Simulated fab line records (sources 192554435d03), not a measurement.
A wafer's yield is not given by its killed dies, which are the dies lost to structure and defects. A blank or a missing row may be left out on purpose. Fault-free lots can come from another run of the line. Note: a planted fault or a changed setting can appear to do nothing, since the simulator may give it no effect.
Which of the tools did it? || flow n5-finfet || Sampling: 10 lots, 30 wafers, 5 of 1938 route steps

## WHAT EACH GAUGE READ, for each wafer
N5_ILD0_THK_MEAS_08. Usual: 139.0 nm for thk-nm, sd 1.2.
{"lot": "L456", "measured": "day 3 14:01", "on": "film-metro-01", "thk-nm (nm)": "137.9 137.7 136.7", "flag": ""}
{"lot": "L458", "measured": "day 4 02:01", "on": "film-metro-02", "thk-nm (nm)": "137.9 139.3 137.2", "flag": ""}
{"lot": "L466", "measured": "day 6 07:18", "on": "film-metro-02", "thk-nm (nm)": "139.8 139.4 139.3", "flag": ""}
{"lot": "L467", "measured": "day 6 10:20", "on": "film-metro-01", "thk-nm (nm)": "138.5 138.7 140.3", "flag": ""}
{"lot": "L468", "measured": "day 6 17:26", "on": "film-metro-02", "thk-nm (nm)": "137.3 140.2 138.2", "flag": ""}
{"lot": "L469", "measured": "day 6 21:02", "on": "film-metro-02", "thk-nm (nm)": "138.1 136.7 136.9", "flag": ""}
{"lot": "L472", "measured": "day 7 14:52", "on": "film-metro-02", "thk-nm (nm)": "140.9 141.4 139.7", "flag": ""}
{"lot": "L473", "measured": "day 7 18:54", "on": "film-metro-01", "thk-nm (nm)": "140.0 138.3 141.3", "flag": ""}
{"lot": "L475", "measured": "day 8 07:43", "on": "film-metro-01", "thk-nm (nm)": "137.9 138.9 138.5", "flag": ""}
{"lot": "L477", "measured": "day 8 20:47", "on": "film-metro-01", "thk-nm (nm)": "140.9 141.0 139.8", "flag": ""}

N5_BEOL_M4_RC_MEAS_101. Usual: DIBL_N 35.8 mV/V, standard deviation 1.6; DIBL_P 36.0 mV/V, standard deviation 2.1; IOFF_N 0.153 nA/um, standard deviation 0.026; IOFF_P 0.21 nA/um, standard deviation 0.037; ION_N 673 uA/um, standard deviation 11; ION_P 462 uA/um, standard deviation 7.6; SS_N 71.4 mV/dec, standard deviation 0.53; SS_P 73.2 mV/dec, standard deviation 0.67; VT_N 250 mV, standard deviation 3.2; VT_P -250 mV, standard deviation 3.7.
{"lot": "L456", "measured": "day 8 01:25", "on": "prober-02", "DIBL_N (mV/V)": "37.3 33.5 37.9", "DIBL_P (mV/V)": "39.2 33.7 38.8", "IOFF_N (nA/um)": "0.188 0.117 0.207", "IOFF_P (nA/um)": "0.26 0.17 0.27", "ION_N (uA/um)": "684 662 700", "ION_P (uA/um)": "476 463 476", "SS_N (mV/dec)": "70.9 71.1 71.1", "SS_P (mV/dec)": "74.0 72.5 74.2", "VT_N (mV)": "245 256 243", "VT_P (mV)": "-248 -251 -245", "flag": ""}
{"lot": "L458", "measured": "day 8 23:57", "on": "prober-01", "DIBL_N (mV/V)": "36.7 37.7 35.7", "DIBL_P (mV/V)": "38.9 40.2 37.7", "IOFF_N (nA/um)": "0.176 0.201 0.146", "IOFF_P (nA/um)": "0.28 0.32 0.26", "ION_N (uA/um)": "693 682 673", "ION_P (uA/um)": "472 477 470", "SS_N (mV/dec)": "71.4 72.1 71.0", "SS_P (mV/dec)": "74.1 74.1 73.2", "VT_N (mV)": "250 246 252", "VT_P (mV)": "-243 -240 -244", "flag": ""}
{"lot": "L466", "measured": "day 11 00:27", "on": "prober-01", "DIBL_N (mV/V)": "36.1 35.8 35.7", "DIBL_P (mV/V)": "38.3 37.3 36.3", "IOFF_N (nA/um)": "0.179 0.177 0.165", "IOFF_P (nA/um)": "0.27 0.27 0.23", "ION_N (uA/um)": "676 675 670", "ION_P (uA/um)": "469 474 467", "SS_N (mV/dec)": "71.6 71.6 71.9", "SS_P (mV/dec)": "74.0 74.0 72.8", "VT_N (mV)": "250 247 248", "VT_P (mV)": "-243 -244 -248", "flag": ""}
{"lot": "L467", "measured": "day 11 05:25", "on": "prober-01", "DIBL_N (mV/V)": "35.2 37.1 36.0", "DIBL_P (mV/V)": "36.0 39.2 37.5", "IOFF_N (nA/um)": "0.160 0.186 0.160", "IOFF_P (nA/um)": "0.18 0.24 0.22", "ION_N (uA/um)": "670 670 675", "ION_P (uA/um)": "455 452 460", "SS_N (mV/dec)": "71.9 71.4 71.9", "SS_P (mV/dec)": "73.3 74.0 73.7", "VT_N (mV)": "251 246 249", "VT_P (mV)": "-252 -250 -251", "flag": ""}
{"lot": "L468", "measured": "day 11 00:41", "on": "prober-02", "DIBL_N (mV/V)": "33.4 33.7 36.6", "DIBL_P (mV/V)": "32.2 32.9 37.2", "IOFF_N (nA/um)": "0.113 0.112 0.168", "IOFF_P (nA/um)": "0.16 0.17 0.23", "ION_N (uA/um)": "656 659 684", "ION_P (uA/um)": "449 457 465", "SS_N (mV/dec)": "71.4 70.6 71.2", "SS_P (mV/dec)": "71.8 72.4 73.2", "VT_N (mV)": "254 255 249", "VT_P (mV)": "-252 -251 -248", "flag": ""}
{"lot": "L469", "measured": "day 11 11:49", "on": "prober-01", "DIBL_N (mV/V)": "34.2 34.2 35.0", "DIBL_P (mV/V)": "35.2 34.9 35.9", "IOFF_N (nA/um)": "0.139 0.136 0.168", "IOFF_P (nA/um)": "0.20 0.21 0.23", "ION_N (uA/um)": "672 676 678", "ION_P (uA/um)": "467 472 466", "SS_N (mV/dec)": "71.2 71.8 71.3", "SS_P (mV/dec)": "72.5 72.8 73.4", "VT_N (mV)": "252 253 247", "VT_P (mV)": "-251 -248 -249", "flag": ""}
{"lot": "L472", "measured": "day 12 05:17", "on": "prober-02", "DIBL_N (mV/V)": "35.6 37.7 36.3", "DIBL_P (mV/V)": "34.1 36.3 34.5", "IOFF_N (nA/um)": "0.139 0.164 0.134", "IOFF_P (nA/um)": "0.19 0.22 0.19", "ION_N (uA/um)": "669 667 669", "ION_P (uA/um)": "461 461 459", "SS_N (mV/dec)": "71.6 71.1 71.4", "SS_P (mV/dec)": "73.0 73.8 73.2", "VT_N (mV)": "252 252 251", "VT_P (mV)": "-252 -251 -249", "flag": ""}
{"lot": "L473", "measured": "day 12 11:53", "on": "prober-01", "DIBL_N (mV/V)": "35.1 35.1 37.1", "DIBL_P (mV/V)": "36.0 35.8 38.2", "IOFF_N (nA/um)": "0.145 0.148 0.178", "IOFF_P (nA/um)": "0.19 0.19 0.22", "ION_N (uA/um)": "665 671 678", "ION_P (uA/um)": "459 458 460", "SS_N (mV/dec)": "70.7 71.4 72.4", "SS_P (mV/dec)": "73.7 72.8 74.1", "VT_N (mV)": "251 249 249", "VT_P (mV)": "-252 -250 -252", "flag": ""}
{"lot": "L475", "measured": "day 13 01:37", "on": "prober-01", "DIBL_N (mV/V)": "36.5 37.5 34.7", "DIBL_P (mV/V)": "36.6 37.0 35.0", "IOFF_N (nA/um)": "0.159 0.174 0.136", "IOFF_P (nA/um)": "0.20 0.21 0.18", "ION_N (uA/um)": "669 680 661", "ION_P (uA/um)": "459 464 460", "SS_N (mV/dec)": "71.4 72.2 70.6", "SS_P (mV/dec)": "73.7 73.4 72.9", "VT_N (mV)": "253 250 253", "VT_P (mV)": "-251 -249 -254", "flag": ""}
{"lot": "L477", "measured": "day 13 14:24", "on": "prober-02", "DIBL_N (mV/V)": "37.5 38.3 38.3", "DIBL_P (mV/V)": "38.2 39.0 38.8", "IOFF_N (nA/um)": "0.156 0.157 0.167", "IOFF_P (nA/um)": "0.21 0.24 0.22", "ION_N (uA/um)": "668 672 674", "ION_P (uA/um)": "458 469 458", "SS_N (mV/dec)": "71.6 71.8 71.5", "SS_P (mV/dec)": "73.6 74.3 73.8", "VT_N (mV)": "251 252 248", "VT_P (mV)": "-251 -250 -249", "flag": ""}

## WHAT TOOL EACH LOT RAN ON (gives the tool, then ch and the chambers of the sampled wafers, and finally the start)
{"lot": "L456", "N5_SD_EPI_P_DESCUM_14": "rie-diel-03 ch 1,2,3, day 3 06:26", "N5_ILD0_LINER_00": "ald-sin-04 ch 1,2,3, day 3 11:02", "N5_ILD0_CMP_12": "cmp-04 ch 1,2,3, day 3 17:27"}
{"lot": "L458", "N5_SD_EPI_P_DESCUM_14": "rie-diel-04 ch 0,1, day 3 17:22", "N5_ILD0_LINER_00": "ald-sin-02 ch 0,3, day 3 22:17", "N5_ILD0_CMP_12": "cmp-04 ch 0,2, day 4 04:56"}
{"lot": "L466", "N5_SD_EPI_P_DESCUM_14": "rie-diel-04 ch 0,1,2, day 5 23:46", "N5_ILD0_LINER_00": "ald-sin-03 ch 0,1,2, day 6 04:19", "N5_ILD0_CMP_12": "cmp-04 ch 0,1,3, day 6 10:17"}
{"lot": "L467", "N5_SD_EPI_P_DESCUM_14": "rie-diel-04 ch 1,2,3, day 6 02:47", "N5_ILD0_LINER_00": "ald-sin-03 ch 0,1,2, day 6 07:17", "N5_ILD0_CMP_12": "cmp-04 ch 0,1,3, day 6 13:15"}
{"lot": "L468", "N5_SD_EPI_P_DESCUM_14": "rie-diel-03 ch 1,2,3, day 6 09:35", "N5_ILD0_LINER_00": "ald-sin-02 ch 0,1,2, day 6 14:27", "N5_ILD0_CMP_12": "cmp-02 ch 0,1,2, day 6 20:38"}
{"lot": "L469", "N5_SD_EPI_P_DESCUM_14": "rie-diel-03 ch 0,2,3, day 6 13:20", "N5_ILD0_LINER_00": "ald-sin-03 ch 2,3, day 6 18:02", "N5_ILD0_CMP_12": "cmp-03 ch 2,3, day 6 23:56"}
{"lot": "L472", "N5_SD_EPI_P_DESCUM_14": "rie-diel-04 ch 0,2,3, day 7 06:17", "N5_ILD0_LINER_00": "ald-sin-03 ch 0,2,3, day 7 11:53", "N5_ILD0_CMP_12": "cmp-02 ch 1,2, day 7 17:47"}
{"lot": "L473", "N5_SD_EPI_P_DESCUM_14": "rie-diel-03 ch 0,2,3, day 7 10:32", "N5_ILD0_LINER_00": "ald-sin-04 ch 0,1,3, day 7 15:54", "N5_ILD0_CMP_12": "cmp-03 ch 0,1, day 7 21:49"}
{"lot": "L475", "N5_SD_EPI_P_DESCUM_14": "rie-diel-04 ch 2,3, day 8 00:03", "N5_ILD0_LINER_00": "ald-sin-03 ch 0,1,2, day 8 04:33", "N5_ILD0_CMP_12": "cmp-02 ch 0,2,3, day 8 10:44"}
{"lot": "L477", "N5_SD_EPI_P_DESCUM_14": "rie-diel-02 ch 0,2, day 8 12:39", "N5_ILD0_LINER_00": "ald-sin-02 ch 0,1,3, day 8 17:46", "N5_ILD0_CMP_12": "cmp-03 ch 0,1,2, day 9 00:17"}
- N5_SD_EPI_P_DESCUM_14: chemistry O2, time 7.9 s.
- N5_ILD0_LINER_00: material SiNx, target thk 4 nm, pulse time 1 s, purge time 2 s.
- N5_ILD0_CMP_12: polishes SiNx, stops on poly-Si, t overpolish 6 s, target thk 17.67 nm.

## AS READ BY THE TOOLS THEMSELVES (means over the sampled wafers that have a number; for cases with no such wafer, the mark the record gives instead)
N5_SD_EPI_P_DESCUM_14. Usual: drypump-motor-current-A 5.9 A, standard deviation 0.46; oes-product-au 0.74 a.u., standard deviation 0.032; rf-vpp-V 243.0 V, standard deviation 1.4; showerhead-plenum-p-Torr 2.08 Torr, standard deviation 0.084; throttle-valve-pct 20.42 %, standard deviation 0.17.
{"lot": "L456", "tool": "rie-diel-03", "drypump-motor-current-A (A)": 5.7, "oes-product-au (a.u.)": 0.75, "rf-vpp-V (V)": 242.6, "showerhead-plenum-p-Torr (Torr)": 2.07, "throttle-valve-pct (%)": 20.47, "flag": ""}
{"lot": "L458", "tool": "rie-diel-04", "drypump-motor-current-A (A)": 6.2, "oes-product-au (a.u.)": 0.75, "rf-vpp-V (V)": 243.4, "showerhead-plenum-p-Torr (Torr)": 2.04, "throttle-valve-pct (%)": 20.47, "flag": ""}
{"lot": "L466", "tool": "rie-diel-04", "drypump-motor-current-A (A)": 5.9, "oes-product-au (a.u.)": 0.75, "rf-vpp-V (V)": 243.8, "showerhead-plenum-p-Torr (Torr)": 2.08, "throttle-valve-pct (%)": 20.43, "flag": ""}
{"lot": "L467", "tool": "rie-diel-04", "drypump-motor-current-A (A)": 5.8, "oes-product-au (a.u.)": 0.75, "rf-vpp-V (V)": 244.1, "showerhead-plenum-p-Torr (Torr)": 2.16, "throttle-valve-pct (%)": 20.42, "flag": ""}
{"lot": "L468", "tool": "rie-diel-03", "drypump-motor-current-A (A)": 5.7, "oes-product-au (a.u.)": 0.73, "rf-vpp-V (V)": 242.8, "showerhead-plenum-p-Torr (Torr)": 2.06, "throttle-valve-pct (%)": 20.50, "flag": ""}
{"lot": "L469", "tool": "rie-diel-03", "drypump-motor-current-A (A)": 5.5, "oes-product-au (a.u.)": 0.72, "rf-vpp-V (V)": 242.0, "showerhead-plenum-p-Torr (Torr)": 2.02, "throttle-valve-pct (%)": 20.41, "flag": ""}
{"lot": "L472", "tool": "rie-diel-04", "drypump-motor-current-A (A)": 5.9, "oes-product-au (a.u.)": 0.73, "rf-vpp-V (V)": 242.1, "showerhead-plenum-p-Torr (Torr)": 2.08, "throttle-valve-pct (%)": 20.47, "flag": ""}
{"lot": "L473", "tool": "rie-diel-03", "drypump-motor-current-A (A)": 5.5, "oes-product-au (a.u.)": 0.72, "rf-vpp-V (V)": 241.9, "showerhead-plenum-p-Torr (Torr)": 2.01, "throttle-valve-pct (%)": 20.43, "flag": ""}
{"lot": "L475", "tool": "rie-diel-04", "drypump-motor-current-A (A)": 5.8, "oes-product-au (a.u.)": 0.73, "rf-vpp-V (V)": 243.4, "showerhead-plenum-p-Torr (Torr)": 2.16, "throttle-valve-pct (%)": 20.47, "flag": ""}
{"lot": "L477", "tool": "rie-diel-02", "drypump-motor-current-A (A)": 5.8, "oes-product-au (a.u.)": 0.75, "rf-vpp-V (V)": 242.9, "showerhead-plenum-p-Torr (Torr)": 2.12, "throttle-valve-pct (%)": 20.27, "flag": ""}

N5_ILD0_LINER_00. Usual: heater-power-outer-w 558 W, standard deviation 67; heater-power-w 871 W, standard deviation 92; precursor-pulse-height-rel 1.003, standard deviation 0.02; susceptor-temp-C 399.96 C, standard deviation 0.22.
{"lot": "L456", "tool": "ald-sin-04", "heater-power-outer-w (W)": 551, "heater-power-w (W)": 865, "precursor-pulse-height-rel": 0.997, "susceptor-temp-C (C)": 399.92, "flag": ""}
{"lot": "L458", "tool": "ald-sin-02", "heater-power-outer-w (W)": 596, "heater-power-w (W)": 858, "precursor-pulse-height-rel": 0.988, "susceptor-temp-C (C)": 399.84, "flag": ""}
{"lot": "L466", "tool": "ald-sin-03", "heater-power-outer-w (W)": 584, "heater-power-w (W)": 921, "precursor-pulse-height-rel": 1.001, "susceptor-temp-C (C)": 399.85, "flag": ""}
{"lot": "L467", "tool": "ald-sin-03", "heater-power-outer-w (W)": 587, "heater-power-w (W)": 914, "precursor-pulse-height-rel": 0.999, "susceptor-temp-C (C)": 399.99, "flag": ""}
{"lot": "L468", "tool": "ald-sin-02", "heater-power-outer-w (W)": 516, "heater-power-w (W)": 820, "precursor-pulse-height-rel": 1.013, "susceptor-temp-C (C)": 400.05, "flag": ""}
{"lot": "L469", "tool": "ald-sin-03", "heater-power-outer-w (W)": 583, "heater-power-w (W)": 873, "precursor-pulse-height-rel": 1.001, "susceptor-temp-C (C)": 399.74, "flag": ""}
{"lot": "L472", "tool": "ald-sin-03", "heater-power-outer-w (W)": 578, "heater-power-w (W)": 906, "precursor-pulse-height-rel": 1.002, "susceptor-temp-C (C)": 399.85, "flag": ""}
{"lot": "L473", "tool": "ald-sin-04", "heater-power-outer-w (W)": 455, "heater-power-w (W)": 723, "precursor-pulse-height-rel": 0.990, "susceptor-temp-C (C)": 399.81, "flag": ""}
{"lot": "L475", "tool": "ald-sin-03", "heater-power-outer-w (W)": 590, "heater-power-w (W)": 925, "precursor-pulse-height-rel": 1.001, "susceptor-temp-C (C)": 399.78, "flag": ""}
{"lot": "L477", "tool": "ald-sin-02", "heater-power-outer-w (W)": 568, "heater-power-w (W)": 881, "precursor-pulse-height-rel": 1.000, "susceptor-temp-C (C)": 400.02, "flag": ""}

N5_ILD0_CMP_12. Usual: motor-current-A 8.8 A, standard deviation 0.8; overpolish-run-s 6.001 s, standard deviation 0.0087; platen-rpm 51.80 rpm, standard deviation 0.033; time-to-endpoint-s 29.4 s, standard deviation 2.9.
{"lot": "L456", "tool": "cmp-04", "motor-current-A (A)": 8.2, "overpolish-run-s (s)": 6.005, "platen-rpm (rpm)": 51.80, "time-to-endpoint-s (s)": 29.1, "flag": ""}
{"lot": "L458", "tool": "cmp-04", "motor-current-A (A)": 8.8, "overpolish-run-s (s)": 5.999, "platen-rpm (rpm)": 51.83, "time-to-endpoint-s (s)": 28.3, "flag": ""}
{"lot": "L466", "tool": "cmp-04", "motor-current-A (A)": 8.3, "overpolish-run-s (s)": 5.995, "platen-rpm (rpm)": 51.78, "time-to-endpoint-s (s)": 60.0, "flag": "OFF"}
{"lot": "L467", "tool": "cmp-04", "motor-current-A (A)": 8.4, "overpolish-run-s (s)": 5.990, "platen-rpm (rpm)": 51.80, "time-to-endpoint-s (s)": 60.5, "flag": "OFF"}
{"lot": "L468", "tool": "cmp-02", "motor-current-A (A)": 8.7, "overpolish-run-s (s)": 6.001, "platen-rpm (rpm)": 51.80, "time-to-endpoint-s (s)": 33.4, "flag": ""}
{"lot": "L469", "tool": "cmp-03", "motor-current-A (A)": 8.9, "overpolish-run-s (s)": 5.995, "platen-rpm (rpm)": 51.80, "time-to-endpoint-s (s)": 25.8, "flag": ""}
{"lot": "L472", "tool": "cmp-02", "motor-current-A (A)": 8.6, "overpolish-run-s (s)": 6.004, "platen-rpm (rpm)": 51.78, "time-to-endpoint-s (s)": 30.7, "flag": ""}
{"lot": "L473", "tool": "cmp-03", "motor-current-A (A)": 9.1, "overpolish-run-s (s)": 6.002, "platen-rpm (rpm)": 51.78, "time-to-endpoint-s (s)": 31.9, "flag": ""}
{"lot": "L475", "tool": "cmp-02", "motor-current-A (A)": 9.3, "overpolish-run-s (s)": 6.011, "platen-rpm (rpm)": 51.81, "time-to-endpoint-s (s)": 29.0, "flag": ""}
{"lot": "L477", "tool": "cmp-03", "motor-current-A (A)": 9.5, "overpolish-run-s (s)": 5.993, "platen-rpm (rpm)": 51.83, "time-to-endpoint-s (s)": 26.1, "flag": ""}

## THE ANSWER, worked out from the rows above alone
Rule: a lot counts as off when the mean over its wafers that have a number is more than 3 standard deviations away from the usual mean. A lot without any number at a reading at which 4 lots or more have one is off too. All remaining lots with rows at the step are treated as sound. After the gauges, taken in route order, come the tools' own readings; for these a lot's mean is taken, as printed above. At the first step where some lot is off, the reading lying furthest off is the one used; lots without a number count as furthest.
Off: L466, L467 (N5_ILD0_CMP_12, time-to-endpoint-s).
A tool fits if, at that step or a process step before it, it ran every lot that is off, and no sound lot after the first of them. One fits: cmp-04 at N5_ILD0_CMP_12. Its last sound lot is L458 (day 4 04:56), its first lot that is off L466 (day 6 10:17): a fault that began between those two fits.
The tool's own readings at N5_ILD0_CMP_12 bear it out: on the lots that are off they differ by more than 5 times the standard deviation of the sound lots' means. time-to-endpoint-s reads 60.2 s there against 29.3 s on the sound lots.

## WHAT THE SIMULATOR PUT IN
Process parameter drift: cmp-04, from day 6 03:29 on, at N5_ILD0_CMP_12. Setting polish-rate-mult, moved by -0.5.
Struck lots among those shown: L466, L467. The rule given above showed the same thing.
